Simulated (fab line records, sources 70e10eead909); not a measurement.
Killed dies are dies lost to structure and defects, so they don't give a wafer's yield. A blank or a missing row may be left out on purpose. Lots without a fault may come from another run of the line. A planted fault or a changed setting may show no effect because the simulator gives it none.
A struck lot beside a sound one | flow nand_harc | 15 steps out of a route of 1302
Sound: wafers L996.1, L996.2, L996.4. Struck: wafers L994.1, L994.2, L994.3. The cause comes at the end.
At each step with rows: each side's tool, then ch and its chambers, then its first start. Under that, the readings that differ: sound wafers | struck wafers | difference of the means | sigmas: that difference in standard deviations of wafers without a fault.
alike: readings whose means differ by less than 2 such deviations, and words and numbers that are the same on both sides. not compared: withheld readings, readings that some wafer has no value for, bounds like >300 that may hide the same value, and numbers for which the record gives no deviation and whose values overlap.
The two part at a step that has a row with sigmas, a row that says differs or no value, or rows on one side only. Numbers that don't overlap but have no deviation are shown without sigmas and don't part them. A reading that every wafer of one side lacks parts them only if that side has two wafers or more.

first, 8 steps without rows for these wafers: NHARC_P_CONTACT_COAT_33 (time 75 s); NHARC_P_CONTACT_COAT_34 (time 65 s); NHARC_P_CONTACT_COAT_06 (resist thk 90 nm); NHARC_P_CONTACT_SOFTBAKE_07 (time 55 s); NHARC_P_CONTACT_EBR_08; NHARC_P_CONTACT_EXPOSE_09 (exposes mask P CA, target cd 90 nm); NHARC_P_CONTACT_PEB_10 (peb time 65 s); NHARC_P_CONTACT_DEVELOP_11 (develop time 35 s).
NHARC_P_CONTACT_CD_MEAS_12: target cd 90 nm.
  sound on cd_sem-02 ch 0, day 12 11:50; struck on cd_sem-02 ch 0, day 12 01:44
  alike: cd_nm
NHARC_P_CONTACT_OVL_MEAS_13:
  sound on overlay-02, day 12 11:55; struck on overlay-02, day 12 01:49
  alike: overlay_x_nm, overlay_y_nm
NHARC_P_CONTACT_INSPECT_14:
  sound on defect_inspect-01, day 12 11:57; struck on defect_inspect-02, day 12 01:51
  alike: raw_defect_count
NHARC_P_CONTACT_DESCUM_17: chemistry O2, time 3 s.
  sound on rie_diel-06 ch 0,1,2, day 12 12:01; struck on rie_diel-06 ch 0,1,3, day 12 01:55
  alike: drypump_motor_current_A, oes_product_au, rf_vpp_V, showerhead_plenum_p_Torr, throttle_valve_pct
  not compared: rf_hours_counter_h
NHARC_P_CONTACT_ETCH_35: etches the open film in CF4, target depth 39 nm, time 65 s.
  sound on rie_diel-06 ch 1,2,3, day 12 12:06; struck on rie_diel-06 ch 0,2,3, day 12 02:00
  no value came back on the struck wafers for any of 8 readings (bias_w (W), cf4_flow_sccm (sccm) and others); on the sound wafers bias_w (W) reads 99.31 100.16 100.22
NHARC_P_CONTACT_ETCH_36: etches the open film in N2/H2, target depth 260 nm, time 406.25 s.
  sound on rie_diel-06 ch 0,1,3; struck on rie_diel-06 ch 0,1,2, day 12 02:07
  alike: bias_w, chamber_pressure_mTorr, drypump_motor_current_A, oes_product_au, rf_vpp_V, showerhead_plenum_p_Torr, throttle_valve_pct
  not compared: rf_hours_counter_h
-- the record jumps here: 20 days lie between the struck wafers' starts before and after (it left off in module P_CONTACT and takes up again in module END, whose first step shown is number 1302 of the route) --
NHARC_END_SORT_01:
  the record has rows for the struck wafers here (prober-01 ch 0, day 31 19:11) and none for the sound ones

WHERE THEY PART
First at NHARC_P_CONTACT_ETCH_35; last, within this record, at NHARC_END_SORT_01.

WHY: what the simulator had put in
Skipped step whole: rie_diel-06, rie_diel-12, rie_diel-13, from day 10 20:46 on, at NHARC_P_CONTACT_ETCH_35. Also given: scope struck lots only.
